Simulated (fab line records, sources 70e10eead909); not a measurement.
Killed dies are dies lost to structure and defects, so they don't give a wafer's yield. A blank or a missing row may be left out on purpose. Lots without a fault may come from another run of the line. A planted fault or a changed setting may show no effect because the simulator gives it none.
Problem report in the 8D (eight disciplines) form, filled by code | flow nand_harc | the parts of the form that need people (team, actions taken, sign-off) are left out

1. THE PROBLEM
bow_nm at NHARC_A_CHANNEL_HOLE_D2_XSEM_32 reads a mean of 10.07 nm on 3 wafers of 2 lots; wafers without a fault read 8.64 nm with a standard deviation of 0.29. That is +4.9 standard deviations from the usual mean.
First seen on wafer L567.4, day 16 08:05, on xsem-02. The record holds 33 wafers of 11 lots with a number at this step. Rule for "out", or "out of limits": more than 4 standard deviations from the usual mean. The other wafers with a number count as sound.

2. WHAT IT IS AND WHAT IT IS NOT
question                    | is                     | is not
which readings at this step | bow_nm                 | bot_cd_nm, tilt_deg
which lots                  | L567, L570             | L562, L566, L569, L578, L579, L580, L581, L582, L583
which wafers of those lots  | L567.4, L567.6, L570.2 | L567.5, L570.1, L570.3
read on which tools         | xsem-01, xsem-02       | -
when                        | from day 16 08:05      | up to then (7 sound wafers); but 23 sound wafers of L569, L570, L578, L579, L580, L581, L582, L583 came after

3. SUSPECTS, AND WHAT RULES EACH OUT
Counting: a tool at a process step up to the reading stays a suspect if it ran every lot that is out. Sound lots after the first of them don't rule it out here, since some wafers of a struck lot are sound.
- har_etch-02 at NHARC_A_CHANNEL_HOLE_D2_ETCH_20 (etches the open film in C4F8/O2/Ar, time 361.9 s, target depth 1600 nm): kept. It ran every lot that is out, first L567 (day 16 02:46); its last sound lot up to then is L566 (day 15 22:27).
- har_etch-02 at NHARC_A_CHANNEL_HOLE_D2_ETCH_24 (etches the open film in C4F8/O2/Ar, time 906.2 s, target depth 1500 nm): kept. It ran every lot that is out, first L567 (day 16 05:00); its last sound lot up to then is L566 (day 16 00:28).
- Within har_etch-02 at NHARC_A_CHANNEL_HOLE_D2_ETCH_20: the wafers that are out ran in chamber 0; their sound lot-mates ran in chamber 1.
- Within har_etch-02 at NHARC_A_CHANNEL_HOLE_D2_ETCH_24: the wafers that are out ran in chamber 0; their sound lot-mates ran in chamber 1.
Left after counting: har_etch-02 at NHARC_A_CHANNEL_HOLE_D2_ETCH_20, har_etch-02 at NHARC_A_CHANNEL_HOLE_D2_ETCH_24.

4. THE CAUSE (what the simulator had put in)
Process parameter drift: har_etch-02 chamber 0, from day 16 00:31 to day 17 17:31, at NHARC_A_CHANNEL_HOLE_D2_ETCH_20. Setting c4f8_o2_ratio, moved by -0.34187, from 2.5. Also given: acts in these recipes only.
Counting left 2 suspects, and this tool is among them.

5. THE CHAIN OF EFFECTS, in route order
Each row: a reading whose mean over the struck wafers that have a number lies more than 3 standard deviations from the usual. Only readings for which the record gives a usual standard deviation are gone through. hours: the time from each lot's start at the first step in this table that gives one to its start at this step, as a median over the lots. sigmas: the change in usual standard deviations.
hours | step                            | reading | usual   | on struck wafers | change | sigmas
0     | NHARC_A_CHANNEL_HOLE_D2_XSEM_32 | bow_nm  | 8.64 nm | 10.07            | +1.43  | +4.9
The process steps in it:
- NHARC_A_CHANNEL_HOLE_D2_XSEM_32

6. WHAT WOULD HAVE CAUGHT IT SOONER
In this record the first reading out of limits was taken at day 16 08:05, 8 hours after the fault began at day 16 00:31.
Of the tool readings at NHARC_A_CHANNEL_HOLE_D2_ETCH_20 for which the record gives a usual standard deviation, none was out on any struck wafer, so an alarm limit of 4 standard deviations on them would not have fired.
Of the lots that are out (2), L570 began NHARC_A_CHANNEL_HOLE_D2_ETCH_20 on har_etch-02 after day 16 08:05. A hold on the tool at that time would have spared it.
